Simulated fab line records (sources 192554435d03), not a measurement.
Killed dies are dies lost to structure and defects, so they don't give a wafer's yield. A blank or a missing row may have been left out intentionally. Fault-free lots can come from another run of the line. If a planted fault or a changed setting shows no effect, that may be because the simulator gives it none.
Split-lot study	flow n5-finfet	route with 1938 steps; 7 lots, 21 wafers read

== ON THE SPLIT ==
At N5_BEOL_M12_COAT_65 (time 60 s, resist thk 300 nm), the setting spin-rpm was moved away from the recipe's 1500 rpm on 3 of the 21 wafers read, by -10.2% to +8.6%. The other wafers ran this setting at the recipe's value.

The reading comes from the split's own step.

== THE READING ==
SOC_of_BEOL_M12_COAT_65.thk-nm (the simulator's own value, which no gauge read), in nm, at N5_BEOL_M12_COAT_65 (time 60 s, resist thk 300 nm). The file does not state a usual value for it. Across the 18 wafers here that went through the recipe, the average is 300.1 nm and the standard deviation 1.2 nm.

wafer	tool, chamber at the split	spin-rpm as run, rpm	against the recipe	SOC_of_BEOL_M12_COAT_65.thk-nm, nm	against lot-mates on the recipe
L074.3	litho-track-03, 0	1500	recipe	302	-
L074.4	litho-track-03, 0	1500	recipe	300.6	-
L074.6	litho-track-03, 0	1500	recipe	301	-
L076.1	litho-track-03, 0	1629	+8.6%	288.8	-12.0
L076.3	litho-track-03, 0	1500	recipe	300.4	-
L076.4	litho-track-03, 0	1500	recipe	301.2	-
L085.1	litho-track-02, 0	1500	recipe	300.6	-
L085.2	litho-track-02, 0	1347	-10.2%	318	+16.8
L085.6	litho-track-02, 0	1500	recipe	301.8	-
L086.1	litho-track-05, 0	1500	recipe	300	-
L086.6	litho-track-05, 0	1500	recipe	300	-
L086.4	litho-track-05, 0	1446	-3.6%	305	+5.0
L089.1	litho-track-05, 0	1500	recipe	297.8	-
L089.4	litho-track-05, 0	1500	recipe	298.6	-
L089.6	litho-track-05, 0	1500	recipe	297	-
L090.1	litho-track-03, 0	1500	recipe	299.6	-
L090.3	litho-track-03, 0	1500	recipe	300	-
L090.6	litho-track-03, 0	1500	recipe	300	-
L093.4	litho-track-02, 0	1500	recipe	300.4	-
L093.6	litho-track-02, 0	1500	recipe	300.4	-
L093.5	litho-track-02, 0	1500	recipe	300.8	-

THE FIT
A straight line over all 21 wafers: SOC_of_BEOL_M12_COAT_65.thk-nm changes by -1.55 nm for each +1% of spin-rpm; r = -0.96; the points scatter about the line by 1.4 nm.
The same after taking each lot's own level away (the mean of its wafers on the recipe; 21 wafers): -1.53 nm for each +1%; r = -0.99; scatter 0.58 nm.
That fit puts the effect of the largest move of spin-rpm on the reading at 16 nm.
From 297.80 to 301.20 nm: that is the span of the lots' own levels, equal to 2.8 times the standard deviation above.
Hence the lot-to-lot level has little effect on the slope; both slopes agree.
Check: for one of the wafers moved furthest among these (-10.2%), held out of the fit, the line's prediction against its lot-mates is +14.2 nm. It came out at +16.8 nm against them.

== ADDITIONAL SPLITS CARRIED BY THESE WAFERS ==
Other splits were also applied to these wafers ahead of the reading. Each is held against what the fit with the lots' levels taken away leaves over:
other split on the same wafers	wafers away from the commonest value	r with SOC_of_BEOL_M12_COAT_65.thk-nm (lot level and that fit taken away)
N5_BEOL_M11_ETCH_41 time-s	6	+0.03

== THE FILE'S OWN FIT ==
SOC_of_BEOL_M12_COAT_65.thk-nm changes by -1.53 nm for each +1% of spin-rpm, r = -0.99.
